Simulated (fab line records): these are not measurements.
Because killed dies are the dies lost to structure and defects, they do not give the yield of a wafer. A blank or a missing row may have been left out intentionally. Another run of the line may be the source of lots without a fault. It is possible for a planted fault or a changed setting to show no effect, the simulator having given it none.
Which tool was responsible? | flow nand_harc | Sampling: 24 lots, 72 wafers, 6 of 1302 route steps

== WHAT EACH GAUGE READ, for each wafer ==
NHARC_A_CONTACT_CD_MEAS_08 targets a cd of 200 nm.
lot  | measured     | on        | cd_nm (nm)
L074 | day 22 12:59 | cd_sem-02 | 201.4 200.7 200.8
L076 | day 22 14:31 | cd_sem-03 | 200.0 200.1 199.3
L075 | day 22 16:55 | cd_sem-01 | 200.9 201.1 201.5
L077 | day 23 09:50 | cd_sem-02 | 200.1 198.7 199.9
L078 | day 23 15:52 | cd_sem-01 | 200.5 200.7 200.7
L080 | day 24 16:21 | cd_sem-01 | 199.9 200.6 199.6
L079 | day 24 16:59 | cd_sem-02 | 199.8 199.3 200.3
L083 | day 25 20:17 | cd_sem-03 | 200.4 200.6 199.5
L081 | day 26 14:17 | cd_sem-01 | 200.4 200.6 199.8
L082 | day 26 21:04 | cd_sem-03 | 200.4 200.8 200.2
L085 | day 26 23:26 | cd_sem-02 | 200.0 199.8 200.0
L084 | day 27 00:05 | cd_sem-01 | 199.9 199.0 199.8
L087 | day 27 16:53 | cd_sem-03 | 200.9 200.1 200.6
L086 | day 27 20:14 | cd_sem-01 | 200.4 199.6 200.3
L088 | day 28 19:40 | cd_sem-01 | 199.6 199.8 200.0
L089 | day 29 07:06 | cd_sem-03 | 200.2 200.7 200.1
L090 | day 29 09:27 | cd_sem-01 | 200.0 199.6 199.9
L091 | day 29 23:13 | cd_sem-02 | 199.8 198.9 199.8
L092 | day 30 00:00 | cd_sem-03 | 200.5 201.0 200.1
L093 | day 30 05:47 | cd_sem-02 | 199.9 199.7 199.1
L095 | day 30 22:26 | cd_sem-02 | 199.8 200.5 200.3
L094 | day 30 22:41 | cd_sem-03 | 200.1 200.5 200.5
L096 | day 31 15:35 | cd_sem-03 | 200.0 201.0 199.0
L097 | day 31 19:42 | cd_sem-01 | 200.8 199.7 200.4

NHARC_A_CONTACT_OVL_MEAS_09.
lot  | measured     | on         | overlay_x_nm (nm) | overlay_y_nm (nm)
L074 | day 22 13:04 | overlay-01 | 0.7 1.4 0.8       | -1.0 -0.6 -0.2
L076 | day 22 14:36 | overlay-01 | -0.2 -0.2 -0.4    | -0.1 -0.1 -0.1
L075 | day 22 16:59 | overlay-02 | -0.4 -0.4 -0.7    | 1.7 1.9 1.3
L077 | day 23 09:56 | overlay-01 | -1.5 -1.1 -0.7    | 0.9 1.2 0.8
L078 | day 23 15:58 | overlay-02 | -1.1 -1.0 -1.1    | -0.6 -0.5 -0.5
L080 | day 24 16:26 | overlay-02 | -1.2 -1.2 -0.7    | 0.2 0.3 0.6
L079 | day 24 17:04 | overlay-01 | 1.0 1.5 0.8       | -0.4 -0.4 -0.3
L083 | day 25 20:22 | overlay-02 | -0.4 0.3 0.1      | 0.2 -0.1 -0.2
L081 | day 26 14:22 | overlay-01 | -1.4 -1.5 -1.4    | 0.5 0.0 0.1
L082 | day 26 21:10 | overlay-02 | 0.2 -0.2 0.0      | -0.3 0.0 -0.2
L085 | day 26 23:31 | overlay-01 | 0.4 -0.5 0.0      | -0.2 -0.1 -0.3
L084 | day 27 00:10 | overlay-01 | -0.3 -0.3 -0.5    | 0.2 -0.5 -0.2
L087 | day 27 16:58 | overlay-01 | 0.0 -0.1 0.6      | 1.1 0.8 0.6
L086 | day 27 20:20 | overlay-02 | 1.2 0.7 1.4       | 0.7 0.7 0.8
L088 | day 28 19:45 | overlay-02 | -0.8 -0.6 -0.3    | -0.8 -0.8 -0.7
L089 | day 29 07:11 | overlay-01 | -0.4 0.1 -0.9     | 0.8 0.0 0.0
L090 | day 29 09:32 | overlay-02 | 0.3 1.3 1.1       | 0.0 -0.5 -0.6
L091 | day 29 23:19 | overlay-02 | -1.7 -2.0 -1.9    | -1.0 -0.7 -0.6
L092 | day 30 00:05 | overlay-02 | 0.4 0.2 -0.3      | 0.4 0.2 0.2
L093 | day 30 05:52 | overlay-02 | 1.1 1.3 1.2       | 0.8 0.6 0.0
L095 | day 30 22:31 | overlay-01 | -1.3 -1.5 -1.1    | 1.9 2.0 2.0
L094 | day 30 22:46 | overlay-02 | -1.1 -0.9 -1.3    | 0.7 1.5 0.5
L096 | day 31 15:40 | overlay-01 | 0.5 0.5 0.5       | 1.7 1.4 1.4
L097 | day 31 19:47 | overlay-01 | 1.8 1.0 1.3       | -0.7 -0.5 0.1

== WHICH TOOL RAN EACH LOT (tool, then ch and the chambers of the sampled wafers, then the start) ==
lot  | NHARC_A_CONTACT_DESCUM_74          | NHARC_A_CONTACT_ETCH_77                       | NHARC_A_CONTACT_ETCH_133             | NHARC_A_CONTACT_ETCH_97
L074 | rie_diel-13 ch 0,1, day 22 05:22   | rie_diel-13 ch 0,2, day 22 08:41 or earlier   | har_cap_etch-03 ch 0,1, day 22 08:41 | rie_diel-13 ch 2,3, day 22 12:59 or earlier
L076 | rie_diel-13 ch 1,3, day 22 06:55   | rie_diel-13 ch 2,3, day 22 10:05 or earlier   | har_cap_etch-02 ch 0, day 22 10:05   | rie_diel-13 ch 0,2, day 22 14:31 or earlier
L075 | rie_diel-11 ch 0,1,2, day 22 08:46 | rie_diel-11 ch 0,1,2, day 22 11:59 or earlier | har_cap_etch-03 ch 0,1, day 22 11:59 | rie_diel-11 ch 1,3, day 22 16:55 or earlier
L077 | rie_diel-13 ch 1,3, day 23 02:08   | rie_diel-13 ch 0,2,3, day 23 05:19 or earlier | har_cap_etch-03 ch 0,1, day 23 05:19 | rie_diel-13 ch 0,2,3, day 23 09:50 or earlier
L078 | rie_diel-13 ch 1,3, day 23 06:28   | rie_diel-13 ch 0,1,3, day 23 10:01 or earlier | har_cap_etch-01 ch 0,1, day 23 10:01 | rie_diel-13 ch 1,2,3, day 23 15:52 or earlier
L080 | rie_diel-13 ch 1,2, day 24 08:34   | rie_diel-13 ch 1,2, day 24 12:04 or earlier   | har_cap_etch-03 ch 0,1, day 24 12:04 | rie_diel-08 ch 0,1,3, day 24 16:21 or earlier
L079 | rie_diel-13 ch 1,2,3, day 24 08:44 | rie_diel-13 ch 1,2, day 24 12:38 or earlier   | har_cap_etch-01 ch 0,1, day 24 12:38 | rie_diel-13 ch 0,2,3, day 24 16:59 or earlier
L083 | rie_diel-08 ch 1,3, day 25 12:13   | rie_diel-08 ch 0,3, day 25 15:26 or earlier   | har_cap_etch-02 ch 1, day 25 15:26   | rie_diel-08 ch 0,1,2, day 25 20:17 or earlier
L081 | rie_diel-13 ch 0,2, day 26 03:13   | rie_diel-13 ch 0,1,3, day 26 06:57 or earlier | har_cap_etch-02 ch 0,1, day 26 06:57 | rie_diel-08 ch 0,1, day 26 14:17 or earlier
L082 | rie_diel-11 ch 0,1,2, day 26 06:53 | rie_diel-11 ch 1,2,3, day 26 10:34 or earlier | har_cap_etch-03 ch 0,1, day 26 10:34 | rie_diel-13 ch 0,2,3, day 26 21:04 or earlier
L085 | rie_diel-13 ch 0,3, day 26 11:46   | rie_diel-13 ch 2,3, day 26 15:17 or earlier   | har_cap_etch-01 ch 0,1, day 26 15:17 | rie_diel-13 ch 0,1,2, day 26 23:26 or earlier
L084 | rie_diel-08 ch 1,2, day 26 15:06   | rie_diel-08 ch 0,1, day 26 18:20 or earlier   | har_cap_etch-03 ch 0,1, day 26 18:20 | rie_diel-11 ch 0,1,2, day 27 00:05 or earlier
L087 | rie_diel-13 ch 0,1,3, day 27 08:59 | rie_diel-13 ch 1,2, day 27 12:09 or earlier   | har_cap_etch-02 ch 0,1, day 27 12:09 | rie_diel-11 ch 0,2, day 27 16:53 or earlier
L086 | rie_diel-13 ch 2,3, day 27 11:54   | rie_diel-13 ch 0,3, day 27 15:03 or earlier   | har_cap_etch-01 ch 0,1, day 27 15:03 | rie_diel-13 ch 0,2,3, day 27 20:14 or earlier
L088 | rie_diel-11 ch 0,3, day 28 10:11   | rie_diel-11 ch 2,3, day 28 13:42 or earlier   | har_cap_etch-01 ch 0, day 28 13:42   | rie_diel-13 ch 0,2,3, day 28 19:40 or earlier
L089 | rie_diel-13 ch 1,3, day 28 18:13   | rie_diel-13 ch 0,2,3, day 28 21:26 or earlier | har_cap_etch-03 ch 0,1, day 28 21:26 | rie_diel-08 ch 0,2, day 29 07:06 or earlier
L090 | rie_diel-13 ch 0,1,2, day 28 21:30 | rie_diel-13 ch 0,2,3, day 29 00:40 or earlier | har_cap_etch-02 ch 0,1, day 29 00:40 | rie_diel-13 ch 0,1,2, day 29 09:27 or earlier
L091 | rie_diel-13 ch 1,2,3, day 29 14:43 | rie_diel-13 ch 1,2, day 29 18:04 or earlier   | har_cap_etch-02 ch 0,1, day 29 18:04 | rie_diel-13 ch 0,1,2, day 29 23:13 or earlier
L092 | rie_diel-08 ch 0,2,3, day 29 15:33 | rie_diel-08 ch 0,1,3, day 29 18:43 or earlier | har_cap_etch-03 ch 0,1, day 29 18:43 | rie_diel-13 ch 0,1,2, day 30 00:00 or earlier
L093 | rie_diel-13 ch 1,2,3, day 29 22:19 | rie_diel-13 ch 0,1,3, day 30 01:41 or earlier | har_cap_etch-01 ch 0,1, day 30 01:41 | rie_diel-08 ch 0,2,3, day 30 05:47 or earlier
L095 | rie_diel-13 ch 0,1,3, day 30 14:38 | rie_diel-13 ch 1,2,3, day 30 17:49 or earlier | har_cap_etch-03 ch 0,1, day 30 17:49 | rie_diel-13 ch 0,2, day 30 22:26 or earlier
L094 | rie_diel-08 ch 0,2,3, day 30 15:08 | rie_diel-08 ch 0,1, day 30 18:20 or earlier   | har_cap_etch-01 ch 0,1, day 30 18:20 | rie_diel-11 ch 0,3, day 30 22:41 or earlier
L096 | rie_diel-13 ch 0,1,3, day 31 07:43 | rie_diel-13 ch 1,2,3, day 31 10:52 or earlier | har_cap_etch-03 ch 0,1, day 31 10:52 | rie_diel-13 ch 0,1,2, day 31 15:35 or earlier
L097 | rie_diel-13 ch 0,1,3, day 31 11:14 | rie_diel-13 ch 0,2,3, day 31 14:23 or earlier | har_cap_etch-01 ch 0,1, day 31 14:23 | rie_diel-13 ch 0,2,3, day 31 19:42 or earlier
- NHARC_A_CONTACT_DESCUM_74: chemistry O2, time 3 s.
- NHARC_A_CONTACT_ETCH_77: etches the open film in CF4/CHF3, target depth 108.9 nm, time 54.5 s.
- NHARC_A_CONTACT_ETCH_133: etches the open film in C4F8/O2/Ar, time 374 s, target depth 1610 nm.
- NHARC_A_CONTACT_ETCH_97: etches the open film in C4F6/O2, target depth 20 nm, time 10 s.

== WHAT THE TOOLS THEMSELVES READ (means of the sampled wafers that have a number; where no wafer has one, the mark that the record gives instead) ==
NHARC_A_CONTACT_DESCUM_74.
lot  | tool        | drypump_motor_current_A (A) | oes_product_au (a.u.) | rf_vpp_V (V) | showerhead_plenum_p_Torr (Torr) | throttle_valve_pct (%)
L074 | rie_diel-13 | 5.2                         | 0.988                 | 57.6         | 1.84                            | 11.317
L076 | rie_diel-13 | 5.2                         | 1.006                 | 56.5         | 1.89                            | 11.311
L075 | rie_diel-11 | 5.6                         | 0.996                 | 58.2         | 1.88                            | 11.314
L077 | rie_diel-13 | 5.3                         | 0.999                 | 57.3         | 1.89                            | 11.311
L078 | rie_diel-13 | 5.3                         | 0.995                 | 57.4         | 1.89                            | 11.309
L080 | rie_diel-13 | 5.8                         | 1.015                 | 57.5         | 1.83                            | 11.312
L079 | rie_diel-13 | 5.6                         | 1.008                 | 57.4         | 1.86                            | 11.320
L083 | rie_diel-08 | 5.8                         | 0.990                 | 58.1         | 1.86                            | 11.306
L081 | rie_diel-13 | 5.9                         | 1.014                 | 58.4         | 1.80                            | 11.309
L082 | rie_diel-11 | 5.6                         | 0.992                 | 57.2         | 1.87                            | 11.313
L085 | rie_diel-13 | 5.3                         | 1.002                 | 57.7         | 1.85                            | 11.310
L084 | rie_diel-08 | 5.8                         | 0.994                 | 57.6         | 1.87                            | 11.319
L087 | rie_diel-13 | 5.3                         | 0.998                 | 57.7         | 1.86                            | 11.311
L086 | rie_diel-13 | 5.7                         | 1.010                 | 57.5         | 1.84                            | 11.309
L088 | rie_diel-11 | 5.3                         | 1.001                 | 58.0         | 1.88                            | 11.326
L089 | rie_diel-13 | 5.3                         | 1.003                 | 56.6         | 1.88                            | 11.305
L090 | rie_diel-13 | 5.5                         | 1.006                 | 56.8         | 1.83                            | 11.322
L091 | rie_diel-13 | 5.6                         | 1.007                 | 58.3         | 1.85                            | 11.302
L092 | rie_diel-08 | 5.8                         | 0.984                 | 58.2         | 1.85                            | 11.304
L093 | rie_diel-13 | 5.6                         | 1.003                 | 57.7         | 1.85                            | 11.311
L095 | rie_diel-13 | 5.3                         | 1.008                 | 56.9         | 1.85                            | 11.307
L094 | rie_diel-08 | 5.9                         | 0.992                 | 58.4         | 1.85                            | 11.313
L096 | rie_diel-13 | 5.3                         | 1.004                 | 57.8         | 1.85                            | 11.307
L097 | rie_diel-13 | 5.3                         | 1.005                 | 57.5         | 1.85                            | 11.309

NHARC_A_CONTACT_ETCH_77.
lot  | tool        | cf4_flow_sccm (sccm) | drypump_motor_current_A (A) | oes_product_au (a.u.) | rf_vpp_V (V) | showerhead_plenum_p_Torr (Torr) | throttle_valve_pct (%)
L074 | rie_diel-13 | 100.0                | 5.9                         | 0.919                 | 367.0        | 1.48                            | 16.808
L076 | rie_diel-13 | 100.3                | 5.7                         | 0.932                 | 369.9        | 1.53                            | 16.803
L075 | rie_diel-11 | 99.8                 | 5.6                         | 0.954                 | 369.1        | 1.54                            | 16.798
L077 | rie_diel-13 | 100.0                | 5.6                         | 0.968                 | 368.9        | 1.51                            | 16.805
L078 | rie_diel-13 | 100.0                | 5.3                         | 0.929                 | 369.2        | 1.53                            | 16.805
L080 | rie_diel-13 | 99.8                 | 5.5                         | 0.933                 | 370.3        | 1.53                            | 16.806
L079 | rie_diel-13 | 100.1                | 5.9                         | 0.939                 | 369.8        | 1.51                            | 16.793
L083 | rie_diel-08 | 100.1                | 5.6                         | 0.923                 | 369.8        | 1.54                            | 16.809
L081 | rie_diel-13 | 99.9                 | 5.3                         | 0.919                 | 369.5        | 1.53                            | 16.808
L082 | rie_diel-11 | 99.6                 | 5.4                         | 0.970                 | 368.9        | 1.53                            | 16.806
L085 | rie_diel-13 | 100.2                | 5.7                         | 0.930                 | 368.8        | 1.52                            | 16.807
L084 | rie_diel-08 | 100.2                | 5.5                         | 0.974                 | 369.9        | 1.55                            | 16.802
L087 | rie_diel-13 | 100.1                | 5.5                         | 0.930                 | 368.6        | 1.53                            | 16.802
L086 | rie_diel-13 | 100.1                | 5.3                         | 0.928                 | 367.8        | 1.52                            | 16.799
L088 | rie_diel-11 | 100.2                | 5.2                         | 0.971                 | 368.5        | 1.54                            | 16.798
L089 | rie_diel-13 | 100.1                | 5.6                         | 0.933                 | 367.1        | 1.50                            | 16.799
L090 | rie_diel-13 | 99.6                 | 5.6                         | 0.924                 | 368.1        | 1.50                            | 16.819
L091 | rie_diel-13 | 99.8                 | 5.5                         | 0.930                 | 367.7        | 1.53                            | 16.805
L092 | rie_diel-08 | 100.1                | 5.7                         | 0.919                 | 369.6        | 1.53                            | 16.807
L093 | rie_diel-13 | 100.1                | 5.3                         | 0.970                 | 369.5        | 1.53                            | 16.801
L095 | rie_diel-13 | 100.2                | 5.6                         | 0.983                 | 369.0        | 1.53                            | 16.789
L094 | rie_diel-08 | 99.5                 | 5.6                         | 0.921                 | 369.1        | 1.54                            | 16.807
L096 | rie_diel-13 | 100.0                | 5.6                         | 0.985                 | 369.2        | 1.53                            | 16.802
L097 | rie_diel-13 | 100.2                | 5.6                         | 0.925                 | 368.5        | 1.50                            | 16.803

NHARC_A_CONTACT_ETCH_97.
lot  | tool        | drypump_motor_current_A (A) | oes_product_au (a.u.) | rf_vpp_V (V) | showerhead_plenum_p_Torr (Torr) | throttle_valve_pct (%)
L074 | rie_diel-13 | 5.7                         | 0.953                 | 543.9        | 3.81                            | 26.900
L076 | rie_diel-13 | 5.5                         | 0.954                 | 542.1        | 3.72                            | 26.909
L075 | rie_diel-11 | 5.6                         | 0.959                 | 545.6        | 3.86                            | 26.893
L077 | rie_diel-13 | 5.6                         | 0.970                 | 543.4        | 3.77                            | 26.904
L078 | rie_diel-13 | 5.6                         | 0.955                 | 544.6        | 3.82                            | 26.894
L080 | rie_diel-08 | 5.7                         | 0.987                 | 545.9        | 3.85                            | 26.903
L079 | rie_diel-13 | 5.6                         | 0.957                 | 543.3        | 3.76                            | 26.902
L083 | rie_diel-08 | 5.8                         | 0.939                 | 544.8        | 3.86                            | 26.903
L081 | rie_diel-08 | 5.5                         | 1.000                 | 546.3        | 3.87                            | 26.899
L082 | rie_diel-13 | 5.6                         | 0.956                 | 543.0        | 3.76                            | 26.909
L085 | rie_diel-13 | 5.5                         | 0.947                 | 544.1        | 3.77                            | 26.902
L084 | rie_diel-11 | 5.7                         | 1.002                 | 544.1        | 3.83                            | 26.898
L087 | rie_diel-11 | 5.6                         | 0.996                 | 545.6        | 3.84                            | 26.900
L086 | rie_diel-13 | 5.6                         | 0.960                 | 544.0        | 3.76                            | 26.889
L088 | rie_diel-13 | 5.6                         | 0.950                 | 543.5        | 3.75                            | 26.907
L089 | rie_diel-08 | 6.0                         | 0.941                 | 544.5        | 3.82                            | 26.902
L090 | rie_diel-13 | 5.5                         | 0.955                 | 544.0        | 3.76                            | 26.893
L091 | rie_diel-13 | 5.5                         | 0.953                 | 543.5        | 3.76                            | 26.907
L092 | rie_diel-13 | 5.5                         | 0.952                 | 543.9        | 3.76                            | 26.902
L093 | rie_diel-08 | 5.9                         | 0.946                 | 544.8        | 3.80                            | 26.897
L095 | rie_diel-13 | 5.5                         | 0.970                 | 541.8        | 3.70                            | 26.899
L094 | rie_diel-11 | 5.3                         | 1.003                 | 545.6        | 3.85                            | 26.902
L096 | rie_diel-13 | 5.5                         | 0.963                 | 543.4        | 3.76                            | 26.900
L097 | rie_diel-13 | 5.6                         | 0.953                 | 542.9        | 3.75                            | 26.899

== THE ANSWER, worked out from the rows above alone ==
Rule: the lots themselves supply what counts as usual. Put in order of their means at a reading, lots are off if they are a third of the lots or fewer, leave a main group of 4 or more, and stand apart from it by a gap of 3 or more times the standard deviation of the main group's means; of several such gaps the widest counts. Not used: any main group whose means are identical at the precision the tables above print for the reading. Also off: a lot with no number at a reading for which 4 or more lots have one. Any other lot the step has rows for is counted as sound. First the gauges in route order, then the tools' own readings, where a lot's mean is used as printed above. The first step at which some lot is off is used, and at that step the reading that is off furthest; a lot without a number counts as furthest.
None of the lots is off at any reading shown; this tells nothing.

== WHAT THE SIMULATOR PUT IN ==
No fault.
